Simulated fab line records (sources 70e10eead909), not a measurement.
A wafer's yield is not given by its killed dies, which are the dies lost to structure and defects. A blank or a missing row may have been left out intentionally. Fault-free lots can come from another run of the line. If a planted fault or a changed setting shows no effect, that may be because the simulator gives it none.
A struck lot beside a sound one + flow nand_harc + 39 out of 1302 route steps
Sound: these wafers, L315.1, L315.2, L315.3. Wafers L326.4, L326.5, L326.6 were the ones struck. At the end, the cause is stated.
Each step with rows lists, per side, the tool, then ch with its chambers, then its first start. Under that, the readings that differ: sound wafers + struck wafers + difference of the means + sigmas: that difference in standard deviations of wafers without a fault.
alike: same words and numbers on both sides, and readings whose means sit less than 2 such deviations apart. not compared: any withheld reading, any reading some wafer has no value for, any bound like >300 that may hide the same value, and any number with overlapping values for which the record gives no deviation.
A row with sigmas, a row that says differs or no value, or rows on one side alone: a step with any of these is where the two part. When numbers do not overlap yet have no deviation, they are printed without sigmas and do not part them. A reading missing from all wafers of one side parts the sides only when that side holds two or more wafers.

first, 6 steps without rows for these wafers: NHARC_A_CHANNEL_HOLE_D1_STRIP_42 (strips in CF4/CHF3); NHARC_A_CHANNEL_HOLE_D1_STRIP_43 (strips in O2/COS); NHARC_A_CHANNEL_HOLE_D1_ETCH_44 (etches the open film in CF4/O2, target depth 140 nm, overetch 14 nm, time 77 s); NHARC_A_CHANNEL_HOLE_D1_STRIP_27 (strips in O2); NHARC_A_CHANNEL_HOLE_D1_PRECLEAN_28 (cleans in SC1); NHARC_A_CHANNEL_HOLE_D1_SRD_29.
NHARC_A_CHANNEL_HOLE_D1_CD_MEAS_30:
  sound on cd_sem-02, day 8 19:47; struck on cd_sem-03, day 13 02:34
  alike: cd_nm
following that, these wafers have no rows for 1 step: NHARC_A_CHANNEL_HOLE_D1_XSEM_31.
NHARC_A_CHANNEL_HOLE_D1_INSPECT_40:
  sound on defect_inspect-01, day 8 19:58; struck on defect_inspect-02, day 13 02:45
  alike: raw_defect_count
then, 2 steps without rows for these wafers: NHARC_A_CHANNEL_FILL_D1_PRECLEAN_00 (cleans in SC1); NHARC_A_CHANNEL_FILL_D1_SRD_01.
NHARC_A_CHANNEL_FILL_D1_ALD_02: deposits SiO2, target thk 6 nm, pulse time 10 s, ald cycles 60.
  sound on ald_hk-04 ch 0,2,3, day 8 23:51; struck on ald_hk-02 ch 2,3, day 13 03:01
  alike: heater_power_w, precursor_pulse_height_rel
NHARC_A_CHANNEL_FILL_D1_ALD_03: deposits SiNx, target thk 6 nm, pulse time 60 s, ald cycles 58.
  sound on ald_sin_batch-03 ch 0, day 9 03:14; struck on ald_sin_batch-02 ch 0, day 13 06:23
  alike: precursor_pulse_height_rel
then, 2 steps without rows for these wafers: NHARC_A_CHANNEL_FILL_D1_ALD_14 (deposits SiO2, target thk 2.5 nm, pulse time 10 s, ald cycles 25); NHARC_A_CHANNEL_FILL_D1_ALD_15 (deposits SiNx, target thk 2 nm, pulse time 60 s, ald cycles 19).
NHARC_A_CHANNEL_FILL_D1_ALD_16: deposits SiO2, target thk 1.5 nm, pulse time 10 s, ald cycles 15.
  sound on ald_hk-04 ch 0,2,3, day 9 12:02; struck on ald_hk-04 ch 0,1, day 13 18:27
  alike: heater_power_w, precursor_pulse_height_rel
then, 4 steps without rows for these wafers: NHARC_A_CHANNEL_FILL_D1_ANNEAL_17 (time 1800 s); NHARC_A_CHANNEL_FILL_D1_CVD_18 (deposits poly-Si, target thk 3 nm); NHARC_A_CHANNEL_FILL_D1_ETCHBACK_19 (etches the open film in HBr/Cl2, target depth 5 nm, time 1.7 s); NHARC_A_CHANNEL_FILL_D1_ETCHBACK_20 (etches the open film in C4F8/O2/Ar, target depth 27 nm, time 13.5 s).
NHARC_A_CHANNEL_FILL_D1_STRIP_28: strips in O2, time 20 s.
  sound on rie_diel-02 ch 0,1,3, day 10 00:16; struck on rie_diel-02 ch 0,1, day 14 06:44
  alike: drypump_motor_current_A, oes_product_au, rf_vpp_V, showerhead_plenum_p_Torr, throttle_valve_pct
  not compared: rf_hours_counter_h
then, 6 steps without rows for these wafers: NHARC_A_CHANNEL_FILL_D1_PRECLEAN_21 (cleans in dHF, time 30 s); NHARC_A_CHANNEL_FILL_D1_SRD_23; NHARC_A_CHANNEL_FILL_D1_CVD_05 (deposits poly-Si, target thk 5 nm); NHARC_A_CHANNEL_FILL_D1_ANNEAL_22 (time 7200 s); NHARC_A_CHANNEL_FILL_D1_ALD_25 (deposits SiOx, target thk 60 nm, pulse time 10 s, ald cycles 600); NHARC_A_CHANNEL_FILL_D1_ETCHBACK_08 (etches the open film in C4F8, target depth 220 nm, time 110 s).
NHARC_A_CHANNEL_FILL_D1_STRIP_29: strips in O2, time 20 s.
  sound: rie_diel-04 ch 0,1,2; struck: rie_diel-10 ch 1,2,3
| reading                | sound                | struck               | difference | sigmas |
|------------------------|----------------------|----------------------|------------|--------|
| throttle_valve_pct (%) | 17.021 17.030 17.030 | 17.057 17.046 17.034 | +0.019     | +2     |
  alike: drypump_motor_current_A, oes_product_au, rf_vpp_V, showerhead_plenum_p_Torr
  not compared: rf_hours_counter_h
then, 3 steps without rows for these wafers: NHARC_A_CHANNEL_FILL_D1_PRECLEAN_30 (cleans in dHF, time 30 s); NHARC_A_CHANNEL_FILL_D1_SRD_31; NHARC_A_CHANNEL_FILL_D1_CVD_09 (deposits poly-Si, target thk 150 nm, time 3000 s).
NHARC_A_CHANNEL_FILL_D1_CMP_10: polishes, target thk 150 nm.
  sound on cmp-02 ch 0,1,3, day 10 23:41; struck on cmp-01 ch 0,3, day 15 05:53
| reading             | sound          | struck         | difference | sigmas |
|---------------------|----------------|----------------|------------|--------|
| motor_current_A (A) | 12.2 10.9 11.3 | 15.2 14.9 13.2 | +3.0       | +2     |
  alike: time_to_endpoint_s
then, 6 steps without rows for these wafers: NHARC_A_CHANNEL_FILL_D1_SRD_12; NHARC_A_DECK1_JOINT_ETCHBACK_07 (etches the open film in HBr, target depth 105 nm, time 26.9 s); NHARC_A_DECK1_JOINT_ETCH_25 (etches SiO2 in dHF, target depth 0.5 nm); NHARC_A_DECK1_JOINT_ETCH_19 (etches poly-Si in TMAH, target depth 3 nm); NHARC_A_DECK1_JOINT_ETCH_18 (etches SiO2 in dHF, target depth 3 nm); NHARC_A_DECK1_JOINT_WET_08 (chemistry H3PO4, time 86 s).
-- record jumps: 14 days between struck wafers' starts before vs after; left off in module A_DECK1_JOINT, resumes in module END, first step shown is number 1302 of the route --
NHARC_END_SORT_01:
  the record has rows for the struck wafers here (prober-02 ch 0, day 28 19:06) and none for the sound ones

## WHERE THEY PART
Last at NHARC_END_SORT_01 as far as this record goes, first at NHARC_A_CHANNEL_FILL_D1_STRIP_29.

WHY: what had been put in by the simulator
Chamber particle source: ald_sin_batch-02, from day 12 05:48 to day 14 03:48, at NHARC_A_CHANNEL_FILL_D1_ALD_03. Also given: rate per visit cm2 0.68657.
